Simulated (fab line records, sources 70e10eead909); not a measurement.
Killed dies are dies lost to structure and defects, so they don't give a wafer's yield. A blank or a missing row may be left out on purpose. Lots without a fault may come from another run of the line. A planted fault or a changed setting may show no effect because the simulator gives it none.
fab line records | flow nand_harc | part 2 of 2: steps 26 to 38 of 38
record lots=5 wafers=15 last_day=29
route steps=1302 shown A_CONTACT@1102 A_BLC@1107 A_M0@1137
lots that met no fault: from a run of the same line without faults
start_h: hours from the record's first day to the start of the lot's first wafer shown | wait_h: hours since the lot's step before | " the same as in the row above | L1.1+2: a row that stands for several wafers | - no value, or no start given | * or withheld: withheld | < > ~ a bound
route shown NAME@n: a module of which the file shows steps, and the number in the route of the first | usual: mean/standard deviation of fault-free wafers | same: alike in all rows | chamber/n: place in a boat | sites: the reading at each site | _std_site: their standard deviation | _edge_site: outer sites' mean less inner sites' | radius_mm: how far each site lies from the wafer's centre | mask NAME#n: copy n | behind: the tool/chamber that last shaped the wafer | hold: why the lot was held/for how many hours/how that ended | device: the transistor (n, p or np) that didn't switch | end of line: the same wafers' tests at the end of the route | a step without rows: its recipe alone | killed: dies lost to structure and defects at the first sort, not the wafer's yield | map: a wafer's dies, x killed, . not, _ none there
set.NAME: the setting as run; set.NAME@STEP: as run at that earlier step | model.NAME: the simulator's own value behind a step, which no gauge read
lots at some steps of the route; a table a step, a row a wafer
services: from which hour (start_h, from the record's first day; less than 0 if before it) a tool's chamber was out of use, for how many hours, and why
## steps
# step NHARC_A_BLC_DEGAS_30
# recipe temp_c=300 time_s=60
# usual heater_power_w=485/49
# columns lot.wafer tool chamber start_h wait_h heater_power_w
L077.3 pvd_sputter-02 - 569.64 - 536
L077.4 " - " " 488
L077.5 " - " " 546
L081.1 pvd_sputter-03 - 599.50 - 427
L081.4 " - " " 468
L081.5 " - " " 455
L084.4 pvd_sputter-01 - 623.47 - 419
L084.2 " - " " 498
L084.6 " - " " 513
L087.4 pvd_sputter-02 - 652.29 - 500
L087.3 " - " " 533
L087.5 " - " " 492
L089.4 pvd_sputter-03 - 659.98 - 424
L089.2 " - " " 484
L089.1 " - " " 458
# step NHARC_A_BLC_PRE_CLEAN_31
# recipe time_s=15 bias_v=250 gas=Ar
# columns lot.wafer tool chamber start_h wait_h
L077.3+4+5 pvd_sputter-02 - - -
L081.1+4+5 pvd_sputter-03 - - -
L084.2+4+6 pvd_sputter-01 - - -
L087.4+3+5 pvd_sputter-02 - - -
L089.1+4+2 pvd_sputter-03 - - -
# step NHARC_A_BLC_PVD_32
# recipe target_thk_a=50 chamber_pressure_pa=5 power_w=5000 substrate_temp_c=200 time_s=17.7 material=Ti
# usual chamber_pressure_pa=5.000/0.0099 throttle_valve_pct=30.3/1.2
# columns lot.wafer tool chamber start_h wait_h chamber_pressure_pa throttle_valve_pct
L077.4 pvd_sputter-02 - - - 4.992 30.9
L077.3 " - " " 4.999 29.3
L077.5 " - " " 5.002 30.7
L081.4 pvd_sputter-03 - - - 4.996 28.6
L081.1 " - " " 4.995 30.1
L081.5 " - " " 4.999 30.0
L084.2 pvd_sputter-01 - - - 5.007 28.6
L084.4 " - " " 4.994 30.2
L084.6 " - " " 5.007 28.3
L087.3 pvd_sputter-02 - - - 5.005 32.1
L087.4 " - " " 4.999 30.3
L087.5 " - " " 4.995 32.2
L089.1 pvd_sputter-03 - - - 5.006 29.5
L089.2 " - " " 5.000 28.6
L089.4 " - " " 4.991 30.0
# step NHARC_A_BLC_ALD_23
# recipe target_thk_a=30 pulse_time_s=1 ald_cycles=150 temp_c=450 material=TiN
# usual heater_power_outer_w=702/88 heater_power_w=1090/110 precursor_pulse_height_rel=1.000/0.021
# columns lot.wafer tool chamber start_h wait_h heater_power_outer_w heater_power_w precursor_pulse_height_rel
L077.3 ald_metal-04 1 569.92 - 815 1275 1.006
L077.5 " 3 " " 718 1169 0.980
L077.4 " 0 " " 676 1075 1.033
L081.4 ald_metal-04 0 599.73 - 675 1086 0.982
L081.1 " 2 " " 479 855 1.018
L081.5 " 0 " " 673 1103 0.996
L084.4 ald_metal-03 2 623.70 - 602 935 0.981
L084.2 " 1 " " 810 1204 0.990
L084.6 " 3 " " 677 1060 1.024
L087.4 ald_metal-01 0 652.55 - 785 1179 1.020
L087.3 " 2 " " 720 1082 0.960
L087.5 " 3 " " 658 1046 0.997
L089.1 ald_metal-03 3 660.21 - 690 1079 1.011
L089.4 " 0 " " 651 992 1.020
L089.2 " 2 " " 592 929 0.998
# step NHARC_A_BLC_CVD_24
# recipe target_thk_a=1500 temp_c=300 pressure_torr=40 wf6_flow_sccm=40 h2_flow_sccm=1600 ar_flow_sccm=1560 time_s=434 material=W
# usual heater_power_outer_w=266/23 heater_power_w=466/33 throttle_valve_pct=8.3/0.34
# columns lot.wafer tool chamber start_h wait_h heater_power_outer_w heater_power_w throttle_valve_pct
L077.3 cvd_w-01 0 - - 281 485 8.4
L077.4 " 1 " " 231 416 8.3
L077.5 " 1 " " 232 431 8.1
L081.1 cvd_w-01 1 - - 236 415 8.1
L081.4 " 1 " " 233 420 8.1
L081.5 " 0 " " 300 495 8.6
L084.2 cvd_w-02 0 - - 261 463 8.0
L084.4 " 1 " " 285 493 8.1
L084.6 " 0 " " 262 463 7.9
L087.3 cvd_w-01 0 - - 288 482 8.3
L087.4 " 1 " " 234 422 8.7
L087.5 " 0 " " 283 485 8.9
L089.1 cvd_w-01 1 - - 233 413 8.0
L089.2 " 0 " " 291 497 8.7
L089.4 " 0 " " 286 478 8.6
# step NHARC_A_BLC_CMP_25
# recipe t_overpolish_s=30 target_thk_nm=150
# usual motor_current_A=12.2/1.6 overpolish_run_s=30.001/0.0091 time_to_endpoint_s=30/3.6
# same t_overpolish_s=30
# columns lot.wafer tool chamber start_h wait_h motor_current_A overpolish_run_s time_to_endpoint_s
L077.4 cmp-01 3 570.69 0.2 10.6 29.990 28
L077.3 " 2 " " 12.8 29.992 24
L077.5 " 0 " " 10.5 30.010 26
L081.1 cmp-04 2 600.51 0.4 13.1 29.986 26
L081.4 " 3 " " 11.3 29.997 26
L081.5 " 1 " " 16.5 30.010 28
L084.4 cmp-01 3 624.44 0.2 10.2 30.012 34
L084.2 " 0 " " 10.7 29.997 27
L084.6 " 3 " " 10.6 29.987 31
L087.3 cmp-04 2 653.27 0.3 13.3 29.996 27
L087.4 " 0 " " 10.2 29.989 26
L087.5 " 3 " " 11.5 30.006 29
L089.1 cmp-04 1 660.97 0.5 15.0 30.003 31
L089.2 " 3 " " 11.1 30.003 26
L089.4 " 0 " " 10.8 30.007 24
# step NHARC_A_BLC_SRD_27
# columns lot.wafer tool chamber start_h wait_h
L077.4+3+5 wet_bench-06 2,4,5 571.01 0.0
L081.1+4+5 wet_bench-01 0,1,4 600.78 0.0
L084.2+4+6 wet_bench-01 0,1,3 624.77 0.0
L087.3+5+4 wet_bench-01 2,4,6 653.59 0.0
L089.4+1+2 wet_bench-01 6,0,2 661.29 0.0
# step NHARC_A_BLC_INSPECT_28
# usual raw_defect_count=528/120
# columns lot.wafer tool chamber start_h wait_h raw_defect_count
L077.3 defect_inspect-01 - 571.09 0.1 434
L077.4 " - " " 430
L077.5 " - " " 461
L081.1 defect_inspect-02 - 600.86 0.1 474
L081.4 " - " " 630
L081.5 " - " " 467
L084.2 defect_inspect-02 - 624.84 0.1 473
L084.4 " - " " 790
L084.6 " - " " 774
L087.3 defect_inspect-02 - 653.67 0.1 731
L087.4 " - " " 723
L087.5 " - " " 685
L089.1 defect_inspect-02 - 661.37 0.1 523
L089.2 " - " " 529
L089.4 " - " " 586
# step NHARC_A_M0_DEP_00
# recipe target_thk_a=1500 target_thk_nm=150 temp_c=withheld pressure_torr=5 flow_sccm=200 rf_w=600 material=SiOC
# columns lot.wafer tool chamber start_h wait_h
L077.3+4+5 pecvd-02 1,1,2 571.20 0.1
L081.1+4+5 pecvd-03 1,1,0 601.40 0.5
L084.2+6+4 pecvd-03 2,0,1 624.91 0.1
L087.3+5+4 pecvd-04 2,0,2 653.82 0.2
L089.1+2+4 pecvd-03 2,0,2 661.44 0.1
# step NHARC_A_M0_DEHYDRATE_01
# recipe temp_c=150 time_s=120
# columns lot.wafer tool chamber start_h wait_h
L077.3+4+5 litho_track-04 0 571.56 -
L081.1+4+5 litho_track-04 0 601.81 -
L084.2+4+6 litho_track-04 0 625.32 -
L087.3+4+5 litho_track-06 0 654.14 -
L089.1+2+4 litho_track-01 0 661.84 -
# step NHARC_A_M0_HMDS_02
# recipe time_s=30
# columns lot.wafer tool chamber start_h wait_h
L077.3+4+5 litho_track-04 0 - -
L081.1+4+5 litho_track-04 0 - -
L084.2+4+6 litho_track-04 0 - -
L087.3+4+5 litho_track-06 0 - -
L089.1+2+4 litho_track-01 0 - -
# step NHARC_A_M0_COAT_33
# recipe temp_c=200 time_s=65
# columns lot.wafer tool chamber start_h wait_h
L077.3+4+5 litho_track-04 0 - -
L081.1+4+5 litho_track-04 0 - -
L084.2+4+6 litho_track-04 0 - -
L087.3+4+5 litho_track-06 0 - -
L089.1+2+4 litho_track-01 0 - -
# step NHARC_A_M0_COAT_03
# recipe spin_rpm=1500 resist_thk_nm=90
# columns lot.wafer tool chamber start_h wait_h
L077.3+4+5 litho_track-04 0 - -
L081.1+4+5 litho_track-04 0 - -
L084.2+4+6 litho_track-04 0 - -
L087.3+4+5 litho_track-06 0 - -
L089.1+2+4 litho_track-01 0 - -
## services
# columns tool chamber start_h hours kind
cmp-04 - 542.94 0.5 repair
ald_metal-04 0 544.05 3.2 repair
wet_bench-06 - 545.60 8.0 pm
cvd_w-01 - 547.00 13.0 pm
pecvd-03 - 547.00 13.0 pm
pvd_sputter-03 - 547.47 10.0 pm
rie_diel-08 - 547.65 9.0 pm
wet_bench-03 - 549.06 2.4 repair
litho_track-04 - 553.00 7.0 pm
rie_diel-13 2 557.99 32.2 repair
wet_bench-03 - 562.40 8.0 pm
cmp-04 - 564.73 4.1 repair
ald_metal-03 - 568.00 10.0 pm
rie_diel-13 - 578.30 0.2 repair
wet_bench-07 - 591.46 12.0 repair
pecvd-03 - 595.11 0.5 repair
rie_diel-08 1 600.69 6.9 repair
cmp-04 - 601.93 4.0 pm
pvd_sputter-01 - 621.43 1.5 repair
wet_bench-01 - 629.60 8.0 pm
cvd_w-02 - 631.00 13.0 pm
pvd_sputter-02 - 638.00 10.0 pm
rie_diel-13 3 645.19 5.3 repair
rie_diel-07 - 648.20 9.0 pm
